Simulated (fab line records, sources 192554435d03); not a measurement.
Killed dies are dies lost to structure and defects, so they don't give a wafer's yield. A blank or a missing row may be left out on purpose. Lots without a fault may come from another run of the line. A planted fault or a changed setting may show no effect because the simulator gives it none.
One fault seen from 2 desks | flow n5_finfet | each desk has only its own numbers; what lay behind them comes last

THE METROLOGY DESK
What the gauges read, lot by lot, whatever tool the lot ran on: means of the sampled wafers that have a number. A lot is out of limits, marked OUT, if its mean lies more than 4 standard deviations from the usual mean; the brackets give that distance. Of its 18 readings 7 are shown: the one that was out of limits first, and those that lie furthest out on some lot.
Columns: A = DIBL_N at N5_BEOL_M4_RC_MEAS_101, usual 36.3 mV/V; B = IOFF_N at N5_BEOL_M4_RC_MEAS_101, usual 0.157 nA/um; C = IOFF_N_85C at N5_BEOL_M4_RC_MEAS_101, usual 3.1 nA/um; D = IOFF_P at N5_BEOL_M4_RC_MEAS_101, usual 0.206 nA/um; E = IOFF_P_85C at N5_BEOL_M4_RC_MEAS_101, usual 3.6 nA/um; F = IOFF_P_LIN at N5_BEOL_M4_RC_MEAS_101, usual 0.099 nA/um; G = REXT_P at N5_BEOL_M4_RC_MEAS_101, usual 101.1 ohm.um
lot  | first seen here | A               | B     | C   | D     | E   | F     | G
L238 | day 9 19:34     | 36.2            | 0.161 | 3.0 | 0.191 | 3.3 | 0.090 | 98.3
L239 | day 9 22:49     | 40.9 (+4.6) OUT | 0.222 | 4.1 | 0.301 | 4.8 | 0.133 | 92.1 (-4.1) OUT
L242 | day 11 07:11    | 37.9            | 0.216 | 3.9 | 0.268 | 4.5 | 0.120 | 100.1
L247 | day 12 07:16    | 36.4            | 0.152 | 2.9 | 0.213 | 3.7 | 0.103 | 100.6
This desk's finding: out of limits on L239; first on L239, day 9 22:49 (DIBL_N at N5_BEOL_M4_RC_MEAS_101). In limits: L238, L242, L247.

THE TOOL OWNER'S DESK: ald_sin-02
The tool's own readings at N5_SPACER0_ALD_00 (deposits SiOCN, target thk 3.5 nm, pulse time 3 s, purge time 2 s): means of the sampled wafers that have a number, for each lot that ran on this tool. A lot is out of limits, marked OUT, if its mean lies more than 4 standard deviations from the usual mean; the brackets give that distance.
Columns: A = heater_power_outer_w at N5_SPACER0_ALD_00, usual 492 W; B = heater_power_w at N5_SPACER0_ALD_00, usual 800 W; C = precursor_pulse_height_rel at N5_SPACER0_ALD_00, usual 1.000
lot  | first seen here | A   | B   | C
L238 | day 5 04:47     | 508 | 820 | 1.002
L239 | day 5 12:33     | 500 | 851 | 1.002
L242 | day 6 06:45     | 515 | 850 | 0.995
This desk's finding: nothing out of limits on any of the 3 lots.

PUT TOGETHER
The metrology desk could have raised an alarm at day 9 22:49, on L239.
The tool owner's desk saw nothing out of limits.
The tool owner's desk has L239 on record, within its limits.
Of the lots named, all ran N5_SPACER0_ALD_00 on ald_sin-02.

WHAT THE SIMULATOR HAD PUT IN
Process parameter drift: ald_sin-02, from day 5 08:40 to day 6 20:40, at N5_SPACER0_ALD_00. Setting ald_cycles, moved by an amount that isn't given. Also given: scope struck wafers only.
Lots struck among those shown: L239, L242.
Hours from the fault's start to each desk's first reading out of limits: the metrology desk, 110.
